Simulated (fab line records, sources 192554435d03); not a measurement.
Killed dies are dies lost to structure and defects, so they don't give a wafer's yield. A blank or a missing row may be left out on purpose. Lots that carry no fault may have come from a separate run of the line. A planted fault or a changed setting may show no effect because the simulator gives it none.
Which tool did it? || flow n5 finfet || 33 wafers from 11 lots sampled at 2 of the route's 1938 steps

WHAT EACH GAUGE READ, for each wafer
N5_BEOL_M9_THK_MEAS_01.
{"lot": "L239", "measured": "day 9 18:39", "on": "film metro-02", "M9_ILD_THK (nm)": "263 262 265"}
{"lot": "L241", "measured": "day 10 00:20", "on": "film metro-01", "M9_ILD_THK (nm)": "265 266 275"}
{"lot": "L244", "measured": "day 10 14:00", "on": "film metro-02", "M9_ILD_THK (nm)": "267 267 269"}
{"lot": "L247", "measured": "day 11 11:25", "on": "film metro-02", "M9_ILD_THK (nm)": "269 271 272"}
{"lot": "L248", "measured": "day 11 23:42", "on": "film metro-01", "M9_ILD_THK (nm)": "263 267 269"}
{"lot": "L250", "measured": "day 12 11:57", "on": "film metro-02", "M9_ILD_THK (nm)": "267 272 272"}
{"lot": "L253", "measured": "day 12 19:07", "on": "film metro-01", "M9_ILD_THK (nm)": "263 266 268"}
{"lot": "L252", "measured": "day 12 22:05", "on": "film metro-01", "M9_ILD_THK (nm)": "265 268 271"}
{"lot": "L254", "measured": "day 13 05:28", "on": "film metro-01", "M9_ILD_THK (nm)": "267 265 272"}
{"lot": "L262", "measured": "day 15 09:19", "on": "film metro-02", "M9_ILD_THK (nm)": "269 267 267"}
{"lot": "L260", "measured": "day 15 10:00", "on": "film metro-02", "M9_ILD_THK (nm)": "267 269 268"}

WHICH TOOL RAN EACH LOT (tool, then ch and the chambers of the sampled wafers, then the start)
{"lot": "L239", "N5_BEOL_M9_CURE_71": "uv cure-03 ch 2, day 9 18:08"}
{"lot": "L241", "N5_BEOL_M9_CURE_71": "uv cure-02 ch 0, day 9 23:21"}
{"lot": "L244", "N5_BEOL_M9_CURE_71": "uv cure-01 ch 1, day 10 13:29"}
{"lot": "L247", "N5_BEOL_M9_CURE_71": "uv cure-02 ch 2, day 11 10:34"}
{"lot": "L248", "N5_BEOL_M9_CURE_71": "uv cure-02 ch 2, day 11 23:11"}
{"lot": "L250", "N5_BEOL_M9_CURE_71": "uv cure-03 ch 1, day 12 11:36"}
{"lot": "L253", "N5_BEOL_M9_CURE_71": "uv cure-02 ch 2, day 12 18:35"}
{"lot": "L252", "N5_BEOL_M9_CURE_71": "uv cure-02 ch 1, day 12 21:25"}
{"lot": "L254", "N5_BEOL_M9_CURE_71": "uv cure-03 ch 2, day 13 04:58"}
{"lot": "L262", "N5_BEOL_M9_CURE_71": "uv cure-01 ch 1, day 15 08:57"}
{"lot": "L260", "N5_BEOL_M9_CURE_71": "uv cure-02 ch 2, day 15 09:01"}
- N5_BEOL_M9_CURE_71: cures SiCOH lowk, time 240 s.

WHAT THE TOOLS THEMSELVES READ (means of the sampled wafers that have a number; where no wafer has one, the mark that the record gives instead)
N5_BEOL_M9_CURE_71.
{"lot": "L239", "tool": "uv cure-03", "lamp power pct (%)": 52.34, "wafer_temp_C_max": 386.3}
{"lot": "L241", "tool": "uv cure-02", "lamp power pct (%)": 52.27, "wafer_temp_C_max": 386.7}
{"lot": "L244", "tool": "uv cure-01", "lamp power pct (%)": 52.26, "wafer_temp_C_max": 387.0}
{"lot": "L247", "tool": "uv cure-02", "lamp power pct (%)": 52.29, "wafer_temp_C_max": 387.3}
{"lot": "L248", "tool": "uv cure-02", "lamp power pct (%)": 52.29, "wafer_temp_C_max": 387.7}
{"lot": "L250", "tool": "uv cure-03", "lamp power pct (%)": 52.34, "wafer_temp_C_max": 386.4}
{"lot": "L253", "tool": "uv cure-02", "lamp power pct (%)": 52.38, "wafer_temp_C_max": 387.8}
{"lot": "L252", "tool": "uv cure-02", "lamp power pct (%)": 52.31, "wafer_temp_C_max": 387.4}
{"lot": "L254", "tool": "uv cure-03", "lamp power pct (%)": 52.32, "wafer_temp_C_max": 386.9}
{"lot": "L262", "tool": "uv cure-01", "lamp power pct (%)": 52.29, "wafer_temp_C_max": 386.3}
{"lot": "L260", "tool": "uv cure-02", "lamp power pct (%)": 52.40, "wafer_temp_C_max": 388.2}

THE ANSWER, worked out from the rows above alone
Rule: the lots themselves supply what counts as usual. Put in order of their means at a reading, lots are off if they are a third of the lots or fewer, leave a main group of 4 or more, and stand apart from it by a gap of 3 or more times the standard deviation of the main group's means; of several such gaps the widest counts. If all means in a main group match to the digits the tables above print for the reading, that group is not used. Also off: a lot with no number at a reading for which 4 or more lots have one. The other lots that the step has rows for count as sound. Order of review: gauges by route order, followed by the tools' own readings, for which a lot's mean as printed above is used. At the first step where some lot is off, the reading lying furthest off is the one used; lots without a number count as furthest.
No lot is off at any reading shown: from this, nothing can be told.

WHAT THE SIMULATOR PUT IN
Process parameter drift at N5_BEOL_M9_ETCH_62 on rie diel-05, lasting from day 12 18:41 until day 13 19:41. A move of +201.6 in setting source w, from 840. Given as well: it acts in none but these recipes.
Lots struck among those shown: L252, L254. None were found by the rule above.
